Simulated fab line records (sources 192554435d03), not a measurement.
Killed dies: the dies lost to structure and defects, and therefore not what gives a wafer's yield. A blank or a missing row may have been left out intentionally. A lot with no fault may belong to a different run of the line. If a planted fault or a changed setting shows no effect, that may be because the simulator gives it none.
A struck lot beside a sound one || flow n5 finfet || 33 out of 1938 route steps
Sound: wafers L115.2, L115.3, L115.6. Wafers L129.2, L129.3, L129.6 were the ones struck. The cause comes at the end.
Each step with rows lists, per side, the tool, then ch with its chambers, then its first start. Under that, the readings that differ: sound wafers || struck wafers || difference of the means || sigmas: that difference in standard deviations of wafers without a fault.
alike: a reading whose means differ by less than 2 such deviations, as well as words and numbers matching on both sides. not compared: withheld readings; readings where some wafer has no value; bounds like >300 that might hide an equal value; numbers whose values overlap and for which the record gives no deviation.
The two part at a step that has a row with sigmas, a row that says differs or no value, or rows on one side only. Numbers that don't overlap but have no deviation are shown without sigmas and don't part them. A reading that every wafer of one side lacks parts them only if that side has two wafers or more.

first, 10 steps without rows for these wafers: N5_BEOL_M3_ETCH_41 (etches SiCN in CH3F/O2, target depth 29.9 nm, time 52.5 s); N5_BEOL_M3_STRIP_97 (strips in N2/H2, time 10 s); N5_BEOL_M3_HM_STRIP_39 (strips TiN in peroxide tin strip, target depth 25 nm, time 158 s); N5_BEOL_M3_SRD_40 (time 30 s); N5_BEOL_M3_PRECLEAN_42 (cleans in residue remover, time 60 s); N5_BEOL_M3_SRD_43 (time 30 s); N5_BEOL_M3_DEGAS_44 (time 60 s); N5_BEOL_M3_PRE_CLEAN_45 (time 30 s); N5_BEOL_M3_ALD_84 (deposits TaN, pulse time 2 s, purge time 3 s, co reactant purge time 2 s); N5_BEOL_M3_SURFACE_TREAT_85.
N5_BEOL_M3_CVD_47: deposits Co from CCTBA/H2, target thk 3 nm, time 223.8 s.
  sound on cvd co-01 ch 0,2, day 8 11:12; struck on cvd co-01 ch 0,1,2, day 12 19:34
  no value came back on the struck wafers for chamber pressure Torr (Torr), run length s (s); on the sound wafers chamber pressure Torr (Torr) reads 29.88 30.09 30.07
  not compared: since wet clean h
then, 19 steps without rows for these wafers: N5_BEOL_M3_SPUTTER_48 (material Cu, target thk 4.5 nm, time 8.29 s); N5_BEOL_M3_ANNEAL_49 (time 240 s); N5_BEOL_M3_SPUTTER_79 (material Cu, target thk 4.5 nm, time 8.29 s); N5_BEOL_M3_ANNEAL_80 (time 240 s); N5_BEOL_M3_SPUTTER_81 (material Cu, target thk 4.5 nm, time 8.29 s); N5_BEOL_M3_ANNEAL_82 (time 240 s); N5_BEOL_M3_SPUTTER_86 (material Cu, target thk 4.5 nm, time 8.29 s); N5_BEOL_M3_ANNEAL_87 (time 240 s); N5_BEOL_M3_SPUTTER_88 (material Cu, target thk 4.5 nm, time 8.29 s); N5_BEOL_M3_ANNEAL_89 (time 240 s); N5_BEOL_M3_SPUTTER_90 (material Cu, target thk 4.5 nm, time 8.29 s); N5_BEOL_M3_ANNEAL_91 (time 240 s); N5_BEOL_M3_SPUTTER_92 (material Cu, target thk 4.5 nm, time 8.29 s); N5_BEOL_M3_ANNEAL_93 (time 240 s); N5_BEOL_M3_SPUTTER_94 (material Cu, target thk 4.5 nm, time 8.29 s); N5_BEOL_M3_ANNEAL_95 (time 240 s); N5_BEOL_M3_SPUTTER_96 (material Cu, target thk 4.5 nm, time 8.29 s); N5_BEOL_M3_ECD_50 (material Cu, target thk 300 nm); N5_BEOL_M3_ANNEAL_51 (time 90 s).
N5_BEOL_M3_CMP_52: polishes, stops on SiOC, t overpolish 6.8 s, target thk 40 nm.
  sound on cmp-02 ch 0,3, day 8 13:53; struck on cmp-01 ch 1,3, day 12 22:03
{"reading": "barrier field endpoint s (s)", "sound": "24.3 26.0 24.6", "struck": "20.8 21.3 21.4", "difference": -3.8, "sigmas": -6}
{"reading": "model.Cu_of_BEOL_M3_ECD_50.thk nm (nm)", "sound": "39 40.4 39.8", "struck": "42 43.4 44.2", "difference": "+3", "sigmas": ""}
  alike: clearing platen down force psi, motor current A
N5_BEOL_M4_RC_MEAS_101:
  the record has rows for the sound wafers here (prober-02 ch 0, day 9 01:12) and none for the struck ones
-- record jumps: 5 days separate the struck wafers' starts on either side; left off in module BEOL_M4, taken up again in module PASSIVATION, whose first shown step is the route's number 1936 --
N5_PASSIVATION_PROBE_49:
  sound on prober-01, day 13 05:29; struck on prober-02, day 17 22:46
{"reading": "defect limited yield (%)", "sound": "91.6 91.7 92.6", "struck": "0 0 0", "difference": -92, "sigmas": -71}
{"reading": "killed_at_M0_to_M3", "sound": "46 40 37", "struck": "1128 1130 1132", "difference": "+1089", "sigmas": "+99 or more"}
{"reading": "killed dies", "sound": "99 98 87", "struck": "1180 1180 1180", "difference": "+1085", "sigmas": "+72"}
{"reading": "killed on rim", "sound": "21 14 15", "struck": "152 152 152", "difference": "+135", "sigmas": "+37"}
{"reading": "sort_bin_5_function (%)", "sound": "4.7 4.5 4.0", "struck": "89.7 89.3 90.0", "difference": "+85.3", "sigmas": "+99 or more"}
{"reading": "sort_bin_6_memory (%)", "sound": "3.1 3.6 3.1", "struck": "10.2 10.4 9.7", "difference": "+6.8", "sigmas": "+11"}
{"reading": "sort n pass", "sound": "1081 1082 1093", "struck": "0 0 0", "difference": -1085, "sigmas": -72}
{"reading": "sort yield pct (%)", "sound": "91.6 91.7 92.6", "struck": "0 0 0", "difference": -92, "sigmas": -71}
  alike: killed_at_M4_up, killed at contacts, killed at front end, killed at other, killed open, killed short

WHERE THEY PART
At N5_BEOL_M3_CVD_47 first; at N5_PASSIVATION_PROBE_49 last (within this record only).

WHY: whatever the simulator had introduced
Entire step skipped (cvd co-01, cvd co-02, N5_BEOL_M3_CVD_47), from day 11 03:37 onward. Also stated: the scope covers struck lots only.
